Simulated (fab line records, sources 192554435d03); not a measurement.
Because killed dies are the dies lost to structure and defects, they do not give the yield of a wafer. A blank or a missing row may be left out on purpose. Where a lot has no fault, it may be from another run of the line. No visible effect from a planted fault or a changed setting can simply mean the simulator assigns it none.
Matching of chambers	flow n5Finfet	N5_SD_EPI_P_ETCHBACK_46 on rieDiel-02: 4 sister chambers
The step etches SiNx in CH3F/O2, stops on SiO2, target depth 17.5 nm. 4 wafers are shown with their chamber, then 9 later ones without.

EACH WAFER AND ITS CHAMBER
wafer	chamber	showerheadPlenumPTorr (Torr)
L081.3	0	2.00
L083.1	1	2.08
L083.2	2	1.99
L083.3	3	2.13

WAFERS WHOSE CHAMBER IS MISSING
wafer	showerheadPlenumPTorr (Torr)
L084.1	2.13
L084.3	1.99
L084.6	1.99
L092.1	1.99
L092.4	2.08
L092.5	1.99
L097.1	1.98
L097.2	1.99
L097.5	1.98

CHAMBER TAKEN BY EACH
wafer	from the rows above	in truth
L084.1	3	3
L084.3	2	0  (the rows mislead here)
L084.6	2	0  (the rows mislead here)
L092.1	2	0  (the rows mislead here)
L092.4	1	1
L092.5	2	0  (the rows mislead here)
L097.1	2	2
L097.2	2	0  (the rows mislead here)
L097.5	2	2
4 of 9 placed correctly. From these rows, 0 cannot be placed. Placed wrongly: 5.
How it was worked out, from the rows above alone: a wafer's distance from a chamber is the root of the sum, over the readings, of the square of ((its reading less the chamber's mean) divided by the reading's scatter). If the next closest chamber is less than 2 further off than the closest, the wafer can't be placed; otherwise it belongs to the closest. The mean given for a chamber averages the wafers shown for that chamber. The scatter: root of mean squared gap, hidden wafer to nearest shown wafer, with one shown wafer a chamber.
